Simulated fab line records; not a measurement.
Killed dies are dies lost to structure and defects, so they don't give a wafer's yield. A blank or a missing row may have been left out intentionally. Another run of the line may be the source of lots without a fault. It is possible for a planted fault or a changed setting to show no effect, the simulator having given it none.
Chamber matching	flow n5 finfet	uv cure-03 running N5_BEOL_M8_CURE_75: 3 sister chambers
The step cures SiCOH lowk, time 120 s. 16 wafers are shown with their chamber, then 8 later ones without.

## WAFERS WITH THEIR CHAMBER
wafer	chamber	wafer_temp_C_max	lamp power pct (%)
L075.2	0	372.6	52.27
L075.3	0	373.1	52.37
L075.5	0	372.5	52.36
L077.1	1	370.9	52.29
L077.2	1	370.8	52.26
L077.5	1	371.0	52.31
L078.1	2	371.0	52.30
L078.4	2	370.8	52.28
L078.6	2	371.2	52.31
L086.3	0	372.0	52.31
L086.4	0	371.7	52.27
L086.5	0	372.7	52.21
L092.4	2	371.1	52.23
L092.5	2	371.1	52.39
L092.6	2	370.7	52.23
L093.2	1	371.0	52.26

SIGNATURES (means of the wafers above)
reading	chamber 0	chamber 1	chamber 2	scatter within a chamber
wafer_temp_C_max	372.433	370.925	370.983	0.338
lamp power pct	52.2983	52.2800	52.2900	0.0541
Rule: for each reading, subtract the chamber's mean from the wafer's reading, divide by that reading's scatter and square the result; add these up over the readings and take the root, which gives the wafer's distance from the chamber. The wafer belongs to the nearest chamber; if the next one is less than 2 further off, it can't be placed. How the scatter is found: for the shown wafers, subtract from each reading the mean of its chamber, square and add these, divide the total by (wafers less chambers), then take the root.

## WAFERS WITHOUT THEIR CHAMBER
wafer	wafer_temp_C_max	lamp power pct (%)
L093.4	371.1	52.27
L093.5	371.7	52.24
L094.2	370.9	52.40
L094.4	370.8	52.37
L094.6	370.5	52.37
L096.2	371.6	52.36
L096.4	371.2	52.32
L096.6	371.3	52.35

## WHICH CHAMBER EACH WENT THROUGH
wafer	from the rows above	in truth
L093.4	can't be placed: 2 or 1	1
L093.5	can't be placed: 2 or 1 or 0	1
L094.2	can't be placed: 2 or 1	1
L094.4	can't be placed: 2 or 1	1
L094.6	can't be placed: 2 or 1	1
L096.2	can't be placed: 2 or 1 or 0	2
L096.4	can't be placed: 2 or 1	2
L096.6	can't be placed: 2 or 1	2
Placed correctly: 0 of 8. Not placeable from these rows: 8 (in 8, the candidates include the true chamber). Number placed wrongly: 0.
